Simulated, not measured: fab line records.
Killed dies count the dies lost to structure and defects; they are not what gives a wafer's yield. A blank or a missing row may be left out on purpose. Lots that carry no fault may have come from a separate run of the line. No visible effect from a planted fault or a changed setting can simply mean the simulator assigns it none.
fab line records | flow n5Finfet
[record] lots = 7 wafers = 21
route steps=1938 shown BEOL_M5@1160 BEOL_M6@1224 BEOL_M7@1302 BEOL_M8@1359 BEOL_M9@1428
startH: the number of hours between the record's first day and the start of the first shown wafer of the lot | waitH: hours from the lot's prior step to this one | " the same as in the row above | L1.1+2: one row covering several wafers at once | - value missing, or start not given | * or withheld: withheld | < > ~ a bound
route shown NAME@n: a module of which the file shows steps, and the number in the route of the first | usual: average and standard deviation across the fault-free wafers | same: alike in all rows | chamber/n: place in a boat | sites: each site's reading | _std_site: the standard deviation of these | _edge_site: mean of outer sites minus mean of inner sites | radiusMm: for every site, how far away it sits from the centre of the wafer | mask NAME#n: copy n | behind: the most recent tool/chamber to have shaped the wafer | hold: cause of the lot's hold/its duration in hours/its outcome | device: which transistor (n, p or np) failed to switch | end of line: at the end of the route, the tests of the same wafers | a step without rows: its recipe alone | killed: not the wafer's yield, but the dies lost to structure and defects at the first sort | map: a wafer's dies, marking killed ones x, the rest . and places with no die _
set.NAME: the setting as run; set.NAME@STEP: as run at that earlier step | model.NAME: the simulator's own value behind a step, which no gauge read
lots with deliberately changed settings; one table per step, one row per wafer
[[steps]]
[step N5_BEOL_M5_TRENCH_ETCH_37]
[recipe] chemistry = C4F6/O2 targetDepthA = 716.52 target = SiCOH_lowk timeS = 24.7 ionEnergyEv = 250 pressureMtorr = 30 sourceW = 345 biasW = 185 Ar_flow_sccm = 300 C4F6_flow_sccm = 10 O2_flow_sccm = 10
// columns lot.wafer tool chamber startH waitH set.timeS model.BEOL_M5.featureDepthNm model.etch.depthNm
L080.1 rieDiel-06 2 - - 24.7 72.4 72.44
L080.2 " 1 " " 21.56 63 62.96
L080.4 " 0 " " 24.7 70.8 70.72
L079.2+3 rieDiel-06 2,3 - - 24.7 73.2 73.1
L079.4 " 0 " " 20.96 60.2 60.14
L085.2 rieDiel-04 2 - - 24.7 69.8 69.8
L085.4 " 0 " " 19.86 57.4 57.37
L085.6 " 3 " " 19.86 57.2 57.23
L094.2 rieDiel-06 0 - - 24.7 70.2 70.1
L094.5 " 2 " " 24.7 71.6 71.61
L094.6 " 3 " " 24.7 72 72.09
L093.2 rieDiel-01 1 - - 24.7 71.6 71.61
L093.3 " 2 " " 24.7 70.2 70.23
L093.4 " 0 " " 28.16 79 79.07
L095.2 rieDiel-04 3 - - 24.7 70.2 70.23
L095.4 " 1 " " 19.44 58.6 58.57
L095.5 " 1 " " 19.44 58.2 58.29
L097.1 rieDiel-04 2 - - 27.1 77 76.91
L097.3 " 0 " " 27.1 77.6 77.63
L097.6 " 1 " " 24.7 74.8 74.87
[step N5_BEOL_M5_ETCH_41]
[recipe] chemistry = CH3F/O2 target = SiCN targetDepthA = 315 taperDeg = 2 timeS = 56.7 ionEnergyEv = 120 maskMaterial = TiN pressureMtorr = 30 sourceW = 395 biasW = 75 Ar_flow_sccm = 150 CH3F_flow_sccm = 30 O2_flow_sccm = 20
[step N5_BEOL_M5_STRIP_91]
[recipe] chemistry = N2/H2 timeS = 10 powerW = 450 tempC = 40 pressureMtorr = 20 rfFrequencyHz = 6e+07 biasPowerW = 7 n2FlowSccm = 200 h2FlowSccm = 200
[step N5_BEOL_M5_OCD_MEAS_38]
[usual] trenchDepthNm = 71.2/1.3
// columns lot.wafer tool chamber startH waitH set.timeS@BEOL_M5_TRENCH_ETCH_37 trenchDepthNm
L080.1 ocd-01 - 207.78 - 24.7 71.8
L080.2 " - " " 21.56 62.2
L080.4 " - " " 24.7 70.9
L079.2 ocd-01 - 218.35 - 24.7 73.0
L079.3 " - " " 24.7 72.6
L079.4 " - " " 20.96 60.5
L085.2 ocd-02 - 247.87 - 24.7 69.5
L085.4 " - " " 19.86 57.3
L085.6 " - " " 19.86 56.9
L094.2 ocd-02 - 296.87 - 24.7 69.9
L094.5 " - " " 24.7 71.3
L094.6 " - " " 24.7 72.4
L093.2 ocd-02 - 297.38 - 24.7 71.9
L093.3 " - " " 24.7 70.5
L093.4 " - " " 28.16 78.9
L095.2 ocd-02 - 310.41 - 24.7 70.1
L095.4 " - " " 19.44 58.9
L095.5 " - " " 19.44 58.1
L097.1 ocd-01 - 325.74 - 27.1 76.7
L097.3 " - " " 27.1 77.5
L097.6 " - " " 24.7 74.5
[step N5_BEOL_M5_HM_STRIP_39]
[recipe] chemistry = peroxideTinStrip material = TiN targetDepthA = 250 tempC = 50 timeS = 158
[step N5_BEOL_M5_SRD_40]
[recipe] timeS = 30 tempC = 23 rinseLiquid = diw dry = ipaMarangoni
[step N5_BEOL_M5_ECD_50]
[recipe] material = Cu targetThkA = 3000
[step N5_BEOL_M5_ANNEAL_51]
[recipe] tempC = 225 timeS = 90 ambient = N2
[step N5_BEOL_M5_CMP_52]
[recipe] stopOn = SiCOH_lowk tOverpolishS = 6.9 downForcePsi = 1 platenRpm = 50 clearingPlatenDownForcePsi = 1.5 clearingPlatenRpm = 50 postCmpClean = cuAlkaline targetThkNm = 62 clearingPlatenPadVelocityMS = 0.99484 padVelocityMS = 0.99484
// columns lot.wafer tool chamber startH waitH set.timeS@BEOL_M5_TRENCH_ETCH_37 model.Cu_of_BEOL_M5_ECD_50.thkNm
L080.1 cmp-03 2 217.48 0.3 24.7 62.8
L080.4 " 0 " " 24.7 62
L080.2 " 1 " " 21.56 53.6
L079.4 cmp-03 3 226.84 0.2 20.96 50.6
L079.3 " 0 " " 24.7 64.8
L079.2 " 1 " " 24.7 62.8
L085.2 cmp-02 0 254.16 0.2 24.7 60.4
L085.4 " 3 " " 19.86 45.4
L085.6 " 1 " " 19.86 46.2
L094.2+5 cmp-03 0,1 303.06 0.2 24.7 60.8
L094.6 " 0 " " 24.7 62.2
L093.2 cmp-02 2 306.07 0.3 24.7 62.4
L093.4 " 3 " " 28.16 68.8
L093.3 " 0 " " 24.7 61
L095.4 cmp-02 0 317.90 0.2 19.44 49.2
L095.2 " 1 " " 24.7 60.8
L095.5 " 2 " " 19.44 49.6
L097.1 cmp-03 1 332.60 0.3 27.1 67.8
L097.3 " 2 " " 27.1 70
L097.6 " 1 " " 24.7 68.4
[step N5_BEOL_M5_THK_MEAS_53]
[recipe] thkMeasGauge = xrf reads = Cu_of_BEOL_M5_ECD_50
[usual] M5_THK = 60.8/1.7
// columns lot.wafer tool chamber startH waitH set.timeS@BEOL_M5_TRENCH_ETCH_37 M5_THK[nm]
L080.1 filmMetro-02 - 217.77 - 24.7 61.2
L080.2 " - " " 21.56 52.1
L080.4 " - " " 24.7 60.5
L079.2 filmMetro-02 - 227.10 - 24.7 62.2
L079.3 " - " " 24.7 64.6
L079.4 " - " " 20.96 50.3
L085.2 filmMetro-01 - 254.45 - 24.7 59.8
L085.4 " - " " 19.86 44.9
L085.6 " - " " 19.86 45.9
L094.2 filmMetro-01 - 303.36 - 24.7 60.1
L094.5 " - " " 24.7 60.0
L094.6 " - " " 24.7 61.4
L093.2 filmMetro-01 - 306.32 - 24.7 61.9
L093.3 " - " " 24.7 60.9
L093.4 " - " " 28.16 68.5
L095.2 filmMetro-02 - 318.12 - 24.7 60.1
L095.4 " - " " 19.44 48.8
L095.5 " - " " 19.44 49.0
L097.1 filmMetro-02 - 332.86 - 27.1 67.0
L097.3 " - " " 27.1 69.1
L097.6 " - " " 24.7 67.6
[step N5_BEOL_M5_PRE_CLEAN_77]
[recipe] gas = NH3/H2 timeS = 15 tempC = * rfPowerW = 300
[step N5_BEOL_M5_CO_CAP_78]
[recipe] material = Co targetThkA = 20 tempC = 200 precursor = CCTBA/H2 pressureTorr = 30 timeS = 102.1
[step N5_BEOL_M5_PRE_CLEAN_55]
[recipe] gas = NH3 timeS = 15 tempC = withheld rfPowerW = 300
[step N5_BEOL_M5_DEP_56]
[recipe] material = SiCN targetThkA = 80 tempC = withheld precursor = 3MS/NH3 pressureTorr = 3 rfW = 202 timeS = 14
[step N5_BEOL_M5_RS_MEAS_57]
[recipe] thkMeasGauge = four-point-probe reads = Co_of_BEOL_M5_CO_CAP_78+Cu_of_BEOL_M5_ECD_50+Co_of_BEOL_M5_CVD_47+TaN_of_BEOL_M5_ALD_86
[usual] M5_RS = 0.391/0.013
// columns lot.wafer tool chamber startH waitH set.timeS@BEOL_M5_TRENCH_ETCH_37 M5_RS[ohm/sq]
L080.1 filmMetro-02 - 218.03 0.0 24.7 0.381
L080.2 " - " " 21.56 0.464
L080.4 " - " " 24.7 0.388
L079.2 filmMetro-02 - 227.39 0.1 24.7 0.381
L079.3 " - " " 24.7 0.366
L079.4 " - " " 20.96 0.498
L085.2 filmMetro-02 - 254.71 0.1 24.7 0.401
L085.4 " - " " 19.86 0.570
L085.6 " - " " 19.86 0.556
L094.2 filmMetro-01 - 303.62 0.1 24.7 0.396
L094.5 " - " " 24.7 0.395
L094.6 " - " " 24.7 0.386
L093.2 filmMetro-02 - 306.59 0.1 24.7 0.385
L093.3 " - " " 24.7 0.394
L093.4 " - " " 28.16 0.342
L095.2 filmMetro-02 - 318.39 0.1 24.7 0.397
L095.4 " - " " 19.44 0.515
L095.5 " - " " 19.44 0.509
L097.1 filmMetro-01 - 333.22 0.1 27.1 0.346
L097.3 " - " " 27.1 0.333
L097.6 " - " " 24.7 0.343
[step N5_BEOL_M6_EXPOSE_25]
[recipe] maskId = V5 na = 0.33 sourceShape = annular sigmaInner = 0.4 sigmaOuter = 0.8 polarization = unpolarized targetCdNm = 40 doseMj = 45
// columns lot.wafer tool chamber startH waitH mask set.doseMj
L080.1+2+4 euvScanner-02 0 220.41 - V5#0 45
L079.2 euvScanner-02 0 230.12 - V5#0 43.64
L079.3+4 " 0 " " V5#0 45
L085.2+4 euvScanner-02 0 261.73 - V5#0 45
L085.6 " 0 " " V5#0 43.43
L094.2+5+6 euvScanner-01 0 305.65 - V5#0 45
L093.2 euvScanner-02 0 312.63 - V5#0 45
L093.3+4 " 0 " " V5#0 46.9
L095.2+4+5 euvScanner-02 0 322.30 - V5#0 45
L097.1+3+6 euvScanner-02 0 336.12 - V5#0 45
[step N5_BEOL_M6_PEB_26]
[recipe] pebTempC = 100 pebTimeS = 60 resist = CAR-EUV
[step N5_BEOL_M6_DEVELOP_27]
[recipe] developTimeS = 30 developer = TMAH resist = CAR-EUV rinseLiquid = surfactantRinse dry = airSpin devTempC = 23
[step N5_BEOL_M6_CD_MEAS_28]
[recipe] targetCdNm = 40 landingEnergyEv = 500 detector = seInlens
[usual] cdNm = 40.01/0.22
// columns lot.wafer tool chamber startH waitH set.doseMj@BEOL_M6_EXPOSE_25 cdNm
L080.1 cdSem-02 0 220.54 - 45 40.68
L080.2 " 0 " " 45 40.12
L080.4 " 0 " " 45 40.01
L079.2 cdSem-01 0 230.25 - 43.64 39.14
L079.3 " 0 " " 45 39.96
L079.4 " 0 " " 45 39.86
L085.2 cdSem-01 0 261.86 - 45 39.97
L085.4 " 0 " " 45 39.81
L085.6 " 0 " " 43.43 39.06
L094.2 cdSem-02 0 305.78 - 45 40.33
L094.5 " 0 " " 45 40.35
L094.6 " 0 " " 45 39.96
L093.2 cdSem-02 0 312.76 - 45 39.83
L093.3 " 0 " " 46.9 40.77
L093.4 " 0 " " 46.9 41.30
L095.2 cdSem-01 0 322.42 - 45 39.91
L095.4 " 0 " " 45 39.97
L095.5 " 0 " " 45 39.64
L097.1 cdSem-02 0 336.26 - 45 39.85
L097.3 " 0 " " 45 40.25
L097.6 " 0 " " 45 39.97
[step N5_BEOL_M6_DESCUM_33]
[recipe] chemistry = O2 timeS = 7 sourcePowerW = 50 biasPowerW = 20 pressureMtorr = 20 rfFrequencyHz = 2.712e+07 tempC = 40 resist = CAR-EUV o2FlowSccm = 225
// columns lot.wafer tool chamber startH waitH set.doseMj@BEOL_M6_EXPOSE_25 model.BEOL_M6.cdNm
L080.1+4 rieDiel-03 3,0 220.95 0.3 45 40.2
L080.2 " 0 " " 45 40
L079.2 rieDiel-05 2 230.37 0.0 43.64 39.4
L079.3 " 0 " " 45 40.2
L079.4 " 1 " " 45 40
L085.2 rieDiel-05 1 261.98 0.0 45 40
L085.4 " 1 " " 45 40.2
L085.6 " 3 " " 43.43 39
L094.2 rieDiel-03 0 306.05 0.2 45 40.2
L094.5+6 " 1,2 " " 45 40
L093.2 rieDiel-05 1 313.16 0.3 45 40
L093.3+4 " 0,1 " " 46.9 41
L095.2+5 rieDiel-02 1,2 322.57 0.1 45 39.8
L095.4 " 0 " " 45 40.2
L097.1+3+6 rieDiel-05 0,1,3 336.38 0.0 45 40
[step N5_BEOL_M6_ETCH_72]
[recipe] chemistry = N2/H2 target = underlayer targetDepthA = 65 maskMaterial = CAR-EUV timeS = 5.2 ionEnergyEv = 200 pressureMtorr = 30 sourceW = 840 biasW = 150 n2FlowSccm = 200 h2FlowSccm = 200 ends = cleared
// columns lot.wafer tool chamber startH waitH set.doseMj@BEOL_M6_EXPOSE_25 model.BEOL_M6.cdNm
L080.1 rieDiel-03 3 220.99 0.0 45 40.4
L080.2 " 0 " " 45 40.2
L080.4 " 0 " " 45 40
L079.2 rieDiel-05 2 230.40 0.0 43.64 39.2
L079.3 " 0 " " 45 40.2
L079.4 " 1 " " 45 40
L085.2 rieDiel-05 1 262.02 0.0 45 40
L085.4 " 1 " " 45 40.2
L085.6 " 3 " " 43.43 39
L094.2 rieDiel-03 0 306.08 0.0 45 40.2
L094.5 " 1 " " 45 40
L094.6 " 2 " " 45 39.8
L093.2 rieDiel-05 1 313.19 0.0 45 40
L093.3+4 " 0,1 " " 46.9 41
L095.2+4 rieDiel-02 1,0 322.60 0.0 45 40
L095.5 " 2 " " 45 39.8
L097.1 rieDiel-05 0 336.42 0.0 45 40
L097.3+6 " 1,3 " " 45 40.2
[step N5_BEOL_M6_ETCH_65]
[recipe] chemistry = CF4 target = SiARC targetDepthA = 156 maskMaterial = CAR-EUV timeS = 26 ionEnergyEv = 80 pressureMtorr = 40 sourceW = 545 biasW = 36 Ar_flow_sccm = 100 cf4FlowSccm = 100 ends = cleared
// columns lot.wafer tool chamber startH waitH set.doseMj@BEOL_M6_EXPOSE_25 model.BEOL_M6.cdNm
L080.1 rieDiel-03 3 221.00 0.0 45 40.4
L080.2 " 0 " " 45 40.2
L080.4 " 0 " " 45 40
L079.2 rieDiel-05 2 230.42 0.0 43.64 39.2
L079.3 " 0 " " 45 40.4
L079.4 " 1 " " 45 40
L085.2+4 rieDiel-05 1 262.03 0.0 45 40
L085.6 " 3 " " 43.43 39
L094.2 rieDiel-03 0 306.10 0.0 45 40
L094.5 " 1 " " 45 40.2
L094.6 " 2 " " 45 39.8
L093.2 rieDiel-05 1 313.21 0.0 45 40.2
L093.3+4 " 0,1 " " 46.9 41
L095.2+4+5 rieDiel-02 1,0,2 322.62 0.0 45 40
L097.1+3 rieDiel-05 0,1 336.43 0.0 45 40.2
L097.6 " 3 " " 45 40.4
[step N5_BEOL_M7_ETCH_66]
[recipe] chemistry = N2/H2 target = SOC targetDepthA = 800 overetchA = 160 maskMaterial = SiARC tempC = 40 timeS = 120 ionEnergyEv = 200 pressureMtorr = 30 sourceW = 840 biasW = 150 n2FlowSccm = 200 h2FlowSccm = 200
[usual] rfVppV = 523.9/3
// columns lot.wafer tool chamber startH waitH set.biasW rfVppV model.SiARC_of_BEOL_M7_COAT_64.thkNm
L080.1 rieDiel-06 2 233.59 0.0 150 529.2 6.4
L080.2 " 0 " " 130.4 479.9 7.6
L080.4 " 1 " " 130.4 475.2 7.2
L079.2 rieDiel-06 0 241.39 0.0 150 526.6 6.6
L079.3 " 2 " " 168.4 569.7 5.4
L079.4 " 1 " " 150 518.6 6.2
L085.2 rieDiel-06 0 274.10 0.0 139.6 501.6 7.2
L085.4 " 3 " " 150 523.6 6.2
L085.6 " 1 " " 150 519.1 6.2
L094.2 rieDiel-06 3 313.22 0.0 150 522.9 6.4
L094.5 " 3 " " 150 523.0 6.2
L094.6 " 2 " " 150 528.4 6.2
L093.2 rieDiel-04 0 320.66 0.0 174.9 578.9 5.4
L093.3 " 2 " " 174.9 579.0 5.6
L093.4 " 3 " " 150 526.5 6.4
L095.2 rieDiel-01 2 331.71 0.0 150 525.8 6.6
L095.4 " 3 " " 150 522.2 6
L095.5 " 1 " " 150 523.0 6.4
L097.1 rieDiel-01 2 346.32 0.0 123.6 465.3 7.8
L097.3 " 1 " " 150 524.0 6.2
L097.6 " 2 " " 123.6 465.9 7.8
[step N5_BEOL_M7_ETCH_41]
[recipe] chemistry = CH3F/O2 target = SiCN targetDepthA = 319 taperDeg = 2 timeS = 57.8 ionEnergyEv = 120 maskMaterial = TiN pressureMtorr = 30 sourceW = 395 biasW = 75 Ar_flow_sccm = 150 CH3F_flow_sccm = 30 O2_flow_sccm = 20
[usual] rfVppV = 297.4/1.8
// columns lot.wafer tool chamber startH waitH set.biasW rfVppV
L080.1 rieDiel-06 2 - - 75 298.9
L080.2 " 0 " " 75 297.9
L080.4 " 1 " " 75 294.1
L079.2 rieDiel-06 0 - - 83.94 321.2
L079.3 " 2 " " 83.94 320.5
L079.4 " 1 " " 75 293.3
L085.2 rieDiel-06 0 - - 69.88 284.7
L085.4 " 3 " " 69.88 284.3
L085.6 " 1 " " 75 293.9
L094.2 rieDiel-06 3 - - 75 296.8
L094.5 " 3 " " 75 296.6
L094.6 " 2 " " 75 299.1
L093.2 rieDiel-04 0 - - 75 299.1
L093.3 " 2 " " 75 296.8
L093.4 " 3 " " 81.07 312.7
L095.2 rieDiel-01 2 - - 63.9 268.8
L095.4 " 3 " " 63.9 267.7
L095.5 " 1 " " 75 297.1
L097.1 rieDiel-01 2 - - 75 298.7
L097.3 " 1 " " 75 296.9
L097.6 " 2 " " 75 298.4
[step N5_BEOL_M8_COAT_22]
[recipe] resist = CAR-EUV spinRpm = 1500 resistThkNm = 30
// columns lot.wafer tool chamber startH waitH set.spinRpm model.CAR-EUV_of_BEOL_M8_COAT_22.thkNm
L080.1+2 lithoTrack-02 0 - - 1500 29.8
L080.4 " 0 " " 1500 30
L079.2+3+4 lithoTrack-01 0 - - 1500 30
L085.2+4+6 lithoTrack-02 0 - - 1500 30
L094.2+5+6 lithoTrack-04 0 - - 1500 30
L093.2 lithoTrack-01 0 - - 1654 28.4
L093.3 " 0 " " 1500 29.8
L093.4 " 0 " " 1500 30
L095.2+4+5 lithoTrack-01 0 - - 1500 30
L097.1 lithoTrack-04 0 - - 1500 30
L097.3 " 0 " " 1595 29.2
L097.6 " 0 " " 1595 29
[step N5_BEOL_M8_EBR_24]
[recipe] solvent = PGMEA ebrWidthMm = 1.5
[step N5_BEOL_M8_SOFTBAKE_23]
[recipe] tempC = 110 timeS = 60 resist = CAR-EUV
[step N5_BEOL_M8_DESCUM_33]
[recipe] chemistry = O2 timeS = 7 sourcePowerW = 50 biasPowerW = 20 pressureMtorr = 20 rfFrequencyHz = 2.712e+07 tempC = 40 resist = CAR-EUV o2FlowSccm = 225
// columns lot.wafer tool chamber startH waitH set.spinRpm@BEOL_M8_COAT_22 model.CAR-EUV_of_BEOL_M8_COAT_22.thkNm
L080.1+2 rieDiel-02 3,0 245.25 0.4 1500 25.8
L080.4 " 2 " " 1500 26
L079.2+3+4 rieDiel-02 0,1,2 252.38 0.0 1500 26
L085.2+4+6 rieDiel-05 2,0,2 283.53 0.5 1500 26
L094.2+6 rieDiel-03 3 321.57 0.0 1500 26
L094.5 " 0 " " 1500 26.2
L093.2 rieDiel-02 1 328.90 0.0 1654 24.6
L093.3+4 " 2,0 " " 1500 26
L095.2+4+5 rieDiel-03 1,2,1 340.96 0.0 1500 26
L097.1 rieDiel-03 1 357.53 0.0 1500 26
L097.3+6 " 3 " " 1595 25.2
[step N5_BEOL_M8_ETCH_72]
[recipe] chemistry = N2/H2 target = underlayer targetDepthA = 65 maskMaterial = CAR-EUV timeS = 5.2 ionEnergyEv = 200 pressureMtorr = 30 sourceW = 840 biasW = 150 n2FlowSccm = 200 h2FlowSccm = 200 ends = cleared
// columns lot.wafer tool chamber startH waitH set.spinRpm@BEOL_M8_COAT_22 model.CAR-EUV_of_BEOL_M8_COAT_22.thkNm
L080.1+2 rieDiel-02 3,0 245.28 0.0 1500 20.2
L080.4 " 2 " " 1500 20.4
L079.2 rieDiel-02 0 252.42 0.0 1500 20.2
L079.3+4 " 1,2 " " 1500 20.4
L085.2+6 rieDiel-05 2 283.57 0.0 1500 20.4
L085.4 " 0 " " 1500 20.2
L094.2 rieDiel-03 3 321.60 0.0 1500 20.2
L094.5+6 " 0,3 " " 1500 20.4
L093.2 rieDiel-02 1 328.93 0.0 1654 18.8
L093.3 " 2 " " 1500 20.4
L093.4 " 0 " " 1500 20.2
L095.2+4 rieDiel-03 1,2 341.00 0.0 1500 20.4
L095.5 " 1 " " 1500 20.2
L097.1 rieDiel-03 1 357.56 0.0 1500 20.4
L097.3+6 " 3 " " 1595 19.4
[step N5_BEOL_M9_COAT_22]
[recipe] resist = CAR-EUV spinRpm = 1500 resistThkNm = 30
// columns lot.wafer tool chamber startH waitH set.spinRpm model.CAR-EUV_of_BEOL_M9_COAT_22.thkNm
L080.1+4 lithoTrack-05 0 - - 1500 30
L080.2 " 0 " " 1431 30.8
L079.2+4 lithoTrack-03 0 - - 1666 28.6
L079.3 " 0 " " 1500 30.2
L085.2 lithoTrack-03 0 - - 1500 30
L085.4 " 0 " " 1500 29.8
L085.6 " 0 " " 1612 28.8
L094.2+5+6 lithoTrack-03 0 - - 1500 29.8
L093.2 lithoTrack-03 0 - - 1500 29.8
L093.3+4 " 0 " " 1500 30
L095.2+4 lithoTrack-03 0 - - 1436 30.6
L095.5 " 0 " " 1500 30
L097.1+3+6 lithoTrack-03 0 - - 1500 30
[step N5_BEOL_M9_EBR_24]
[recipe] solvent = PGMEA ebrWidthMm = 1.5
[step N5_BEOL_M9_SOFTBAKE_23]
[recipe] tempC = 110 timeS = 60 resist = CAR-EUV
[step N5_BEOL_M9_EXPOSE_25]
[recipe] maskId = V8 na = 0.33 sourceShape = annular sigmaInner = 0.4 sigmaOuter = 0.8 polarization = unpolarized doseMj = 37.25
[step N5_BEOL_M9_PEB_26]
[recipe] pebTempC = 100 pebTimeS = 60 resist = CAR-EUV
[step N5_BEOL_M9_DEVELOP_27]
[recipe] developTimeS = 30 developer = TMAH resist = CAR-EUV rinseLiquid = surfactantRinse dry = airSpin devTempC = 23
// columns lot.wafer tool chamber startH waitH set.spinRpm@BEOL_M9_COAT_22 model.CAR-EUV_of_BEOL_M9_COAT_22.thkNm
L080.1+4 lithoTrack-01 0 - - 1500 29.6
L080.2 " 0 " " 1431 30.4
L079.2 lithoTrack-01 0 - - 1666 28.2
L079.3 " 0 " " 1500 29.6
L079.4 " 0 " " 1666 28
L085.2+4 lithoTrack-03 0 - - 1500 29.4
L085.6 " 0 " " 1612 28.4
L094.2+5+6 lithoTrack-01 0 - - 1500 29.4
L093.2+4 lithoTrack-03 0 - - 1500 29.4
L093.3 " 0 " " 1500 29.6
L095.2+4 lithoTrack-01 0 - - 1436 30.2
L095.5 " 0 " " 1500 29.6
L097.1 lithoTrack-05 0 - - 1500 29.6
L097.3+6 " 0 " " 1500 29.4
[[key]]
[split] step = N5_BEOL_M5_TRENCH_ETCH_37 setting = timeS stated = 24.7 by = wafer
[response] step = N5_BEOL_M5_TRENCH_ETCH_37 reading = model.BEOL_M5.featureDepthNm change = +0.619 per = 1% r = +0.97
[response] step = N5_BEOL_M5_TRENCH_ETCH_37 reading = model.etch.depthNm change = +0.618 per = 1% r = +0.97
[response] step = N5_BEOL_M5_OCD_MEAS_38 reading = trenchDepthNm change = +0.609 per = 1% r = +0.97
[response] step = N5_BEOL_M5_CMP_52 reading = model.Cu_of_BEOL_M5_ECD_50.thkNm change = +0.622 per = 1% r = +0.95
[response] step = N5_BEOL_M5_THK_MEAS_53 reading = M5_THK change = +0.615 per = 1% r = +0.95
[response] step = N5_BEOL_M5_RS_MEAS_57 reading = M5_RS change = -0.00606 per = 1% r = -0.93
[split] step = N5_BEOL_M6_EXPOSE_25 setting = doseMj stated = 45 by = wafer
[response] step = N5_BEOL_M6_CD_MEAS_28 reading = cdNm change = +0.264 per = 1% r = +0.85
[response] step = N5_BEOL_M6_DESCUM_33 reading = model.BEOL_M6.cdNm change = +0.26 per = 1% r = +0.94
[response] step = N5_BEOL_M6_ETCH_72 reading = model.BEOL_M6.cdNm change = +0.275 per = 1% r = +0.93
[response] step = N5_BEOL_M6_ETCH_65 reading = model.BEOL_M6.cdNm change = +0.253 per = 1% r = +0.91
[split] step = N5_BEOL_M7_ETCH_66 setting = biasW stated = 150 by = wafer
[response] step = N5_BEOL_M7_ETCH_66 reading = rfVppV change = +3.44 per = 1% r = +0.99
[response] step = N5_BEOL_M7_ETCH_66 reading = model.SiARC_of_BEOL_M7_COAT_64.thkNm change = -0.079 per = 1% r = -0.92
[split] step = N5_BEOL_M7_ETCH_41 setting = biasW stated = 75 by = wafer
[response] step = N5_BEOL_M7_ETCH_41 reading = rfVppV change = +1.98 per = 1% r = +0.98
[split] step = N5_BEOL_M8_COAT_22 setting = spinRpm stated = 1500 by = wafer
[response] step = N5_BEOL_M8_COAT_22 reading = model.CAR-EUV_of_BEOL_M8_COAT_22.thkNm change = -0.145 per = 1% r = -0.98
[response] step = N5_BEOL_M8_DESCUM_33 reading = model.CAR-EUV_of_BEOL_M8_COAT_22.thkNm change = -0.134 per = 1% r = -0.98
[response] step = N5_BEOL_M8_ETCH_72 reading = model.CAR-EUV_of_BEOL_M8_COAT_22.thkNm change = -0.149 per = 1% r = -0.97
[split] step = N5_BEOL_M9_COAT_22 setting = spinRpm stated = 1500 by = wafer
[response] step = N5_BEOL_M9_COAT_22 reading = model.CAR-EUV_of_BEOL_M9_COAT_22.thkNm change = -0.148 per = 1% r = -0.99
[response] step = N5_BEOL_M9_DEVELOP_27 reading = model.CAR-EUV_of_BEOL_M9_COAT_22.thkNm change = -0.139 per = 1% r = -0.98
